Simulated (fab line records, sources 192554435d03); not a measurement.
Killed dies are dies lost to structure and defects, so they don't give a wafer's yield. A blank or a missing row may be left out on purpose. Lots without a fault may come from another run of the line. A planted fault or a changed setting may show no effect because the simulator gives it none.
fab line records | flow n5_finfet
record lots=7 wafers=19 last_day=18
route steps=1938 shown BEOL_M6@1245
lots that met no fault: from a run of the same line without faults
start_h: hours from the record's first day to the start of the lot's first wafer shown | wait_h: hours since the lot's step before | " the same as in the row above | L1.1+2: a row that stands for several wafers | - no value, or no start given | * or withheld: withheld | < > ~ a bound
route shown NAME@n: a module of which the file shows steps, and the number in the route of the first | usual: mean/standard deviation of fault-free wafers | same: alike in all rows | chamber/n: place in a boat | sites: the reading at each site | _std_site: their standard deviation | _edge_site: outer sites' mean less inner sites' | radius_mm: how far each site lies from the wafer's centre | mask NAME#n: copy n | behind: the tool/chamber that last shaped the wafer | hold: why the lot was held/for how many hours/how that ended | device: the transistor (n, p or np) that didn't switch | end of line: the same wafers' tests at the end of the route | a step without rows: its recipe alone | killed: dies lost to structure and defects at the first sort, not the wafer's yield | map: a wafer's dies, x killed, . not, _ none there
set.NAME: the setting as run; set.NAME@STEP: as run at that earlier step | model.NAME: the simulator's own value behind a step, which no gauge read
lots at some steps of the route; a table a step, a row a wafer
services: from which hour (start_h, from the record's first day; less than 0 if before it) a tool's chamber was out of use, for how many hours, and why
## steps
# step N5_BEOL_M6_PRECLEAN_42
# recipe chemistry=residue_remover time_s=60 temp_c=40
# step N5_BEOL_M6_SRD_43
# recipe time_s=30 temp_c=23 rinse_liquid=diw dry=ipa_marangoni
# step N5_BEOL_M6_CD_MEAS_35
# recipe target_cd_nm=40 target_cd_y_nm=28 polarity=opening
# usual cd_nm=40.0/0.57
# columns lot.wafer tool chamber start_h wait_h cd_nm
L444.1 cd_sem-03 - 198.66 0.0 40.5
L444.3 " - " " 40.3
L444.4 " - " " 40.8
L446.2 cd_sem-03 - 200.77 0.0 40.2
L446.3 " - " " 40.1
L446.6 " - " " 39.9
L447.1 cd_sem-02 - 218.16 0.0 39.7
L447.2 " - " " 38.5
L447.6 " - " " 39.9
L452.1 cd_sem-02 - 253.73 0.0 39.8
L452.2 " - " " 39.7
L452.3 " - " " 39.1
L463.1 cd_sem-03 - 313.51 0.0 40.6
L463.4 " - " " 40.4
L463.6 " - " " 40.3
L465.3 cd_sem-03 - 322.72 0.0 40.3
L465.6 " - " " 41.0
L460.1 cd_sem-03 - 341.81 0.0 39.3
L460.2 " - " " 39.0
# step N5_BEOL_M6_CURE_75
# recipe temp_c=370 time_s=120 ambient=DMADMS/He material=SiCOH_lowk
# usual lamp_power_pct=52.31/0.055 wafer_temp_C_max=371.5/0.45
# columns lot.wafer tool chamber start_h wait_h lamp_power_pct wafer_temp_C_max
L444.1 uv_cure-01 1 198.70 0.0 52.30 371.7
L444.3 " 1 " " 52.33 371.6
L444.4 " 1 " " 52.22 371.7
L446.2 uv_cure-02 2 200.86 0.1 52.38 372.1
L446.3 " 2 " " 52.31 371.3
L446.6 " 2 " " 52.26 371.5
L447.1 uv_cure-03 0 218.27 0.1 52.28 371.1
L447.2 " 0 " " 52.30 370.9
L447.6 " 0 " " 52.38 370.9
L452.1 uv_cure-02 2 253.78 0.0 52.30 372.4
L452.2 " 2 " " 52.26 371.9
L452.3 " 2 " " 52.34 371.6
L463.1 uv_cure-01 2 313.56 0.0 52.31 371.8
L463.4 " 2 " " 52.37 371.8
L463.6 " 2 " " 52.27 371.1
L465.3 uv_cure-02 1 322.86 0.1 52.25 371.3
L465.6 " 1 " " 52.27 371.1
L460.1 uv_cure-01 1 341.85 0.0 52.30 371.7
L460.2 " 1 " " 52.34 371.8
# step N5_BEOL_M6_DEGAS_44
# recipe ambient=vacuum temp_c=250 time_s=60
# step N5_BEOL_M6_PRE_CLEAN_45
# recipe gas=H2/He time_s=30 temp_c=250
# usual heater_power_w=322/36
# columns lot.wafer tool chamber start_h wait_h heater_power_w
L444.1 pvd_sputter-03 - 199.20 0.0 312
L444.3 " - " " 329
L444.4 " - " " 332
L446.2 pvd_sputter-01 - 201.48 0.0 294
L446.3 " - " " 381
L446.6 " - " " 379
L447.1 pvd_sputter-03 - 218.75 0.0 329
L447.2 " - " " 332
L447.6 " - " " 311
L452.1 pvd_sputter-03 - 254.25 0.0 338
L452.2 " - " " 273
L452.3 " - " " 303
L463.1 pvd_sputter-01 - 314.36 0.0 312
L463.4 " - " " 376
L463.6 " - " " 316
L465.3 pvd_sputter-02 - 323.28 0.0 309
L465.6 " - " " 303
L460.1 pvd_sputter-02 - 342.51 0.0 301
L460.2 " - " " 310
# step N5_BEOL_M6_ALD_77
# recipe material=TaN target_thk_a=20 temp_c=275 ald_precursor_family=PDMAT ald_co_reactant=NH3 pressure_torr=3 carrier_flow_sccm=1500 pulse_time_s=2 purge_time_s=3 co_reactant_purge_time_s=2 co_reactant_pulse_time_s=3 ald_cycles=40 precursor_vessel_temp_c=75 precursor_vessel_pressure_torr=26.25 precursor_vessel_carrier_sccm=1000
# usual heater_power_w=448/39
# columns lot.wafer tool chamber start_h wait_h heater_power_w
L444.1 ald_metal-01 0 199.28 0.1 437
L444.3 " 2 " " 445
L444.4 " 3 " " 434
L446.2 ald_metal-01 1 201.54 0.0 457
L446.3 " 2 " " 433
L446.6 " 0 " " 430
L447.1 ald_metal-04 1 218.81 0.0 498
L447.2 " 2 " " 405
L447.6 " 2 " " 435
L452.1 ald_metal-03 0 254.31 0.0 406
L452.2 " 1 " " 413
L452.3 " 3 " " 510
L463.1 ald_metal-03 3 314.42 0.0 502
L463.4 " 0 " " 407
L463.6 " 1 " " 429
L465.3 ald_metal-01 1 323.50 0.2 443
L465.6 " 3 " " 447
L460.1 ald_metal-03 3 342.57 0.0 516
L460.2 " 1 " " 426
# step N5_BEOL_M6_SURFACE_TREAT_79
# recipe gas=Ar time_s=* ion_energy_ev=* ion_current_ma_cm2=0.5 pressure_mtorr=* ar_flow_sccm=30
# usual throttle_valve_pct=*
# columns lot.wafer tool chamber start_h wait_h throttle_valve_pct
L444.1 pvd_sputter-01 - 199.78 0.4 *
L444.3 " - " " *
L444.4 " - " " *
L446.2 pvd_sputter-01 - 201.84 0.2 *
L446.3 " - " " *
L446.6 " - " " *
L447.1 pvd_sputter-03 - 219.15 0.2 *
L447.2 " - " " *
L447.6 " - " " *
L452.1 pvd_sputter-02 - 254.62 0.2 *
L452.2 " - " " *
L452.3 " - " " *
L463.1 pvd_sputter-01 - 314.86 0.3 *
L463.4 " - " " *
L463.6 " - " " *
L465.3 pvd_sputter-01 - 323.78 0.2 *
L465.6 " - " " *
L460.1 pvd_sputter-03 - 344.55 1.8 *
L460.2 " - " " *
# step N5_BEOL_M6_CVD_78
# recipe material=Co target_thk_a=20 temp_c=withheld precursor=CCTBA/H2 pressure_torr=30 time_s=142.3
# step N5_BEOL_M6_SPUTTER_48
# recipe material=Cu target_thk_a=100 temp_c=-20 bias_v=60 power_w=26000 chamber_pressure_pa=0.13 time_s=1.667
# step N5_BEOL_M6_ECD_50
# recipe material=Cu target_thk_a=3000
# step N5_BEOL_M6_ANNEAL_51
# recipe temp_c=225 time_s=90 ambient=N2
# usual wafer_temp_C_max=225.9/0.32
# columns lot.wafer tool chamber start_h wait_h wafer_temp_C_max
L444.1 rtp_anneal-02 0 200.25 0.1 225.7
L444.3 " 0 " " 225.8
L444.4 " 0 " " 226.1
L446.2 rtp_anneal-02 0 202.62 0.5 226.1
L446.3 " 0 " " 225.6
L446.6 " 0 " " 225.7
L447.1 rtp_anneal-02 0 219.61 0.1 225.4
L447.2 " 0 " " 225.8
L447.6 " 0 " " 225.8
L452.1 rtp_anneal-01 0 255.19 0.2 226.4
L452.2 " 0 " " 226.8
L452.3 " 0 " " 226.2
L463.1 rtp_anneal-02 0 315.40 0.2 225.9
L463.4 " 0 " " 225.8
L463.6 " 0 " " 225.5
L465.3 rtp_anneal-02 0 324.82 0.5 225.6
L465.6 " 0 " " 225.4
L460.1 rtp_anneal-01 0 345.39 0.5 225.9
L460.2 " 0 " " 226.0
# step N5_BEOL_M6_CMP_52
# recipe stop_on=SiCOH_lowk t_overpolish_s=6.9 down_force_psi=1 platen_rpm=50 clearing_platen_down_force_psi=1.5 clearing_platen_rpm=50 post_cmp_clean=cu_alkaline target_thk_nm=80 clearing_platen_pad_velocity_m_s=0.99484 pad_velocity_m_s=0.99484
# usual barrier_field_endpoint_s=29.0/0.68 motor_current_A=6.1/0.53 overpolish_run_s=6.901/0.0092 time_to_endpoint_s=62/3
# columns lot.wafer tool chamber start_h wait_h barrier_field_endpoint_s motor_current_A overpolish_run_s time_to_endpoint_s
L444.1 cmp-02 3 200.54 0.3 27.6 6.3 6.912 54
L444.4 " 0 " " 28.9 6.0 6.900 55
L444.3 " 1 " " 29.1 7.0 6.892 57
L446.3 cmp-02 2 202.91 0.2 28.6 5.9 6.907 60
L446.2 " 3 " " 28.0 5.9 6.899 58
L446.6 " 1 " " 28.9 7.1 6.911 61
L447.1 cmp-02 3 219.91 0.3 27.6 6.0 6.914 59
L447.2 " 0 " " 27.9 5.9 6.896 56
L447.6 " 0 " " 27.7 5.8 6.881 58
L452.2 cmp-02 2 255.48 0.2 28.6 6.2 6.896 59
L452.3 " 3 " " 28.4 6.2 6.906 60
L452.1 " 1 " " 29.4 6.8 6.898 63
L463.4 cmp-02 0 315.74 0.2 28.5 6.0 6.918 58
L463.1 " 1 " " 16.0 6.7 6.891 34
L463.6 " 0 " " 15.3 6.1 6.908 31
L465.3 cmp-02 1 325.14 0.3 29.4 6.8 6.901 65
L465.6 " 2 " " 15.9 5.8 6.885 36
L460.1 cmp-02 2 345.69 0.3 16.4 5.8 6.900 37
L460.2 " 1 " " 30.4 6.8 6.914 68
## services
# columns tool chamber start_h hours kind
uv_cure-03 - 192.62 2.8 pm
pvd_sputter-02 - 205.02 2.0 repair
uv_cure-02 - 210.46 2.8 pm
uv_cure-01 - 220.47 1.0 pm
cmp-02 - 231.34 4.0 pm
cmp-02 - 235.34 - consumable_replace:conditioner
cmp-02 - 235.34 - consumable_replace:pad
ald_metal-01 - 245.91 2.8 pm
pvd_sputter-01 - 246.25 3.0 repair
uv_cure-02 - 252.87 0.4 repair
uv_cure-02 - 293.88 0.3 repair
ald_metal-01 1 296.00 6.9 repair
ald_metal-01 - 307.34 1.3 repair
cmp-02 - 312.55 0.3 repair
uv_cure-01 - 328.61 6.0 pm
pvd_sputter-01 - 335.05 1.8 repair
ald_metal-01 - 337.25 14.0 pm
ald_metal-01 0 337.25 14.0 vent_cycle
ald_metal-01 1 337.25 14.0 vent_cycle
ald_metal-01 2 337.25 14.0 vent_cycle
ald_metal-01 3 337.25 14.0 vent_cycle
uv_cure-01 - 343.48 25.3 repair
## key
first_sign step=N5_BEOL_M6_CMP_52 reading=barrier_field_endpoint_s direction=down sigmas=19 usual=29.0 struck=15.9
effect step=N5_BEOL_M6_CMP_52 reading=time_to_endpoint_s direction=down sigmas=9.1 usual=* struck=*
met_at N5_BEOL_M6_CMP_52
struck_wafers L460.1,L463.1,L463.6,L465.6
onset_between 255.48 315.74
fault kind=process_parameter_drift tool=cmp-02 chamber=- onset_h=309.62 steps=N5_BEOL_M6_CMP_52 channel=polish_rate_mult offset=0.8 shape=step end_h=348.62 scope=struck_wafers_only
